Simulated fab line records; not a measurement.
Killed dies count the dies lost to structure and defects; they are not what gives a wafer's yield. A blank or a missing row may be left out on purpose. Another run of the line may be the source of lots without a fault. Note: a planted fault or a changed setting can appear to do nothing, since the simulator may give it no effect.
Shared-tool check / flow nand_harc / Sampled: 11 lots, 33 wafers

REASON FOR OPENING
At NHARC_P_GATE_INSPECT_68 the reading raw_defect_count is flagged on 2 of 11 lots. Fault-free wafers read 197, with a standard deviation of 71.
Rule: a lot gets a flag if all its wafers with a number sit over 4 standard deviations from that mean, or if no wafer of it has a number. The other lots count as sound.

lot=L820; measured=day 6 01:48; on=defect_inspect-01; raw_defect_count, wafer by wafer=156 156 138; flag=
lot=L823; measured=day 7 09:14; on=defect_inspect-02; raw_defect_count, wafer by wafer=153 177 188; flag=
lot=L824; measured=day 7 11:29; on=defect_inspect-02; raw_defect_count, wafer by wafer=90 174 236; flag=
lot=L825; measured=day 8 00:11; on=defect_inspect-02; raw_defect_count, wafer by wafer=159 203 84; flag=
lot=L827; measured=day 8 16:17; on=defect_inspect-02; raw_defect_count, wafer by wafer=1216 1301 1255; flag=FLAGGED
lot=L826; measured=day 8 17:42; on=defect_inspect-02; raw_defect_count, wafer by wafer=1309 1338 1216; flag=FLAGGED
lot=L831; measured=day 10 14:26; on=defect_inspect-02; raw_defect_count, wafer by wafer=183 201 133; flag=
lot=L838; measured=day 13 04:59; on=defect_inspect-02; raw_defect_count, wafer by wafer=138 120 240; flag=
lot=L839; measured=day 13 16:26; on=defect_inspect-02; raw_defect_count, wafer by wafer=131 183 225; flag=
lot=L841; measured=day 14 15:40; on=defect_inspect-01; raw_defect_count, wafer by wafer=143 176 183; flag=
lot=L842; measured=day 15 00:16; on=defect_inspect-01; raw_defect_count, wafer by wafer=196 150 128; flag=
On average the flagged lots' numbers are 1272, which is +1076 against the usual, or +15 standard deviations.

WHICH TOOL EACH LOT WENT THROUGH
3 process steps preceding the reading are held in the record, out of 1302 steps in the route. Every cell lists first the tool, next ch and the chambers used by the sampled wafers, and last the start.
lot=L820; flag=; NHARC_P_GATE_ETCH_114=rie_diel-12 ch 0,1,2, day 5 08:05 or earlier; NHARC_P_GATE_ETCH_32=rie_si-04 ch 0,1,3, day 5 08:05; NHARC_P_GATE_EXPOSE_43=krf_scanner-01 ch 0, day 5 19:04
lot=L823; flag=; NHARC_P_GATE_ETCH_114=rie_diel-08 ch 0,1,2, day 6 13:29 or earlier; NHARC_P_GATE_ETCH_32=rie_si-02 ch 0,1,2, day 6 13:29; NHARC_P_GATE_EXPOSE_43=krf_scanner-02 ch 0, day 7 02:34
lot=L824; flag=; NHARC_P_GATE_ETCH_114=rie_diel-02 ch 0,3, day 6 17:46 or earlier; NHARC_P_GATE_ETCH_32=rie_si-04 ch 0,2, day 6 17:46; NHARC_P_GATE_EXPOSE_43=krf_scanner-02 ch 0, day 7 04:46
lot=L825; flag=; NHARC_P_GATE_ETCH_114=rie_diel-12 ch 0,1,3, day 7 06:25 or earlier; NHARC_P_GATE_ETCH_32=rie_si-04 ch 0,1,2, day 7 06:25; NHARC_P_GATE_EXPOSE_43=krf_scanner-03 ch 0, day 7 17:36
lot=L827; flag=FLAGGED; NHARC_P_GATE_ETCH_114=rie_diel-12 ch 0,2,3, day 7 22:17 or earlier; NHARC_P_GATE_ETCH_32=rie_si-02 ch 0,1,2, day 7 22:17; NHARC_P_GATE_EXPOSE_43=krf_scanner-02, day 8 09:29
lot=L826; flag=FLAGGED; NHARC_P_GATE_ETCH_114=rie_diel-02 ch 0,2,3, day 7 21:52 or earlier; NHARC_P_GATE_ETCH_32=rie_si-05 ch 0,1,2, day 7 21:52; NHARC_P_GATE_EXPOSE_43=krf_scanner-02, day 8 10:58
lot=L831; flag=; NHARC_P_GATE_ETCH_114=rie_diel-12 ch 0,2,3, day 9 20:31 or earlier; NHARC_P_GATE_ETCH_32=rie_si-04 ch 0,2,3, day 9 20:31; NHARC_P_GATE_EXPOSE_43=krf_scanner-01 ch 0, day 10 07:31
lot=L838; flag=; NHARC_P_GATE_ETCH_114=rie_diel-02 ch 0,1, day 12 11:19 or earlier; NHARC_P_GATE_ETCH_32=rie_si-02 ch 1,2, day 12 11:19; NHARC_P_GATE_EXPOSE_43=krf_scanner-03 ch 0, day 12 22:22
lot=L839; flag=; NHARC_P_GATE_ETCH_114=rie_diel-12 ch 2,3, day 12 22:42 or earlier; NHARC_P_GATE_ETCH_32=rie_si-02 ch 1,2,3, day 12 22:42; NHARC_P_GATE_EXPOSE_43=krf_scanner-03 ch 0, day 13 09:45
lot=L841; flag=; NHARC_P_GATE_ETCH_114=rie_diel-12 ch 0,1, day 13 22:03 or earlier; NHARC_P_GATE_ETCH_32=rie_si-04 ch 0,3, day 13 22:03; NHARC_P_GATE_EXPOSE_43=krf_scanner-01 ch 0, day 14 09:14
lot=L842; flag=; NHARC_P_GATE_ETCH_114=rie_diel-08 ch 0,2,3, day 14 06:08 or earlier; NHARC_P_GATE_ETCH_32=rie_si-02 ch 1,3, day 14 06:08; NHARC_P_GATE_EXPOSE_43=krf_scanner-02 ch 0, day 14 17:13
What the steps here do:
- NHARC_P_GATE_ETCH_114: etches the open film in CF4/O2, target depth 30 nm, overetch 3 nm, time 16.5 s.
- NHARC_P_GATE_ETCH_32: etches the open film in HBr/Cl2, target depth 150 nm, time 100.1 s.
- NHARC_P_GATE_EXPOSE_43: exposes mask P NSD, target cd 720 nm.
- NHARC_P_GATE_INSPECT_68

FLAGGED AGAINST TOTAL, ONE TOOL AT A TIME (gauges that did the reading follow at the end)
step=NHARC_P_GATE_ETCH_114; tool=rie_diel-02; lots run=3; flagged=1; share of the flagged lots=some; sound lots run after its first flagged lot=1 (L838)
step=NHARC_P_GATE_ETCH_114; tool=rie_diel-08; lots run=2; flagged=0; share of the flagged lots=none; sound lots run after its first flagged lot=-
step=NHARC_P_GATE_ETCH_114; tool=rie_diel-12; lots run=6; flagged=1; share of the flagged lots=some; sound lots run after its first flagged lot=3 (L831,L839,L841)
step=NHARC_P_GATE_ETCH_32; tool=rie_si-02; lots run=5; flagged=1; share of the flagged lots=some; sound lots run after its first flagged lot=3 (L838,L839,L842)
step=NHARC_P_GATE_ETCH_32; tool=rie_si-04; lots run=5; flagged=0; share of the flagged lots=none; sound lots run after its first flagged lot=-
step=NHARC_P_GATE_ETCH_32; tool=rie_si-05; lots run=1; flagged=1; share of the flagged lots=some; sound lots run after its first flagged lot=0
step=NHARC_P_GATE_EXPOSE_43; tool=krf_scanner-01; lots run=3; flagged=0; share of the flagged lots=none; sound lots run after its first flagged lot=-
step=NHARC_P_GATE_EXPOSE_43; tool=krf_scanner-02; lots run=5; flagged=2; share of the flagged lots=all; sound lots run after its first flagged lot=1 (L842)
step=NHARC_P_GATE_EXPOSE_43; tool=krf_scanner-03; lots run=3; flagged=0; share of the flagged lots=none; sound lots run after its first flagged lot=-
step=NHARC_P_GATE_INSPECT_68; tool=defect_inspect-01; lots run=3; flagged=0; share of the flagged lots=none; sound lots run after its first flagged lot=-
step=NHARC_P_GATE_INSPECT_68; tool=defect_inspect-02; lots run=8; flagged=2; share of the flagged lots=all; sound lots run after its first flagged lot=3 (L831,L838,L839)
NHARC_P_GATE_ETCH_114: start missing for some lots; hours and lot order therefore follow NHARC_P_GATE_ETCH_32.

THE TABLE: WHAT IT ALLOWS
Every flagged lot went through 2 rows of the table: krf_scanner-02 at NHARC_P_GATE_EXPOSE_43 and defect_inspect-02 at NHARC_P_GATE_INSPECT_68.
- krf_scanner-02 at NHARC_P_GATE_EXPOSE_43: 2 of its 5 lots flagged. Lots that were sound ran on it after the first flagged one (L842); a persistent fault on the entire tool would not allow that. On the flagged lots its readings are blank where sound lots have values: exposure_dose_mJ_cm2, focus_offset_nm.
- defect_inspect-02 at NHARC_P_GATE_INSPECT_68: 2 of its 8 lots flagged. Lots that were sound ran on it after the first flagged one (L831, L838, L839); a persistent fault on the entire tool would not allow that.
No row of the table ran every flagged lot and no sound lot after the first.

WHAT THE SIMULATOR PUT IN
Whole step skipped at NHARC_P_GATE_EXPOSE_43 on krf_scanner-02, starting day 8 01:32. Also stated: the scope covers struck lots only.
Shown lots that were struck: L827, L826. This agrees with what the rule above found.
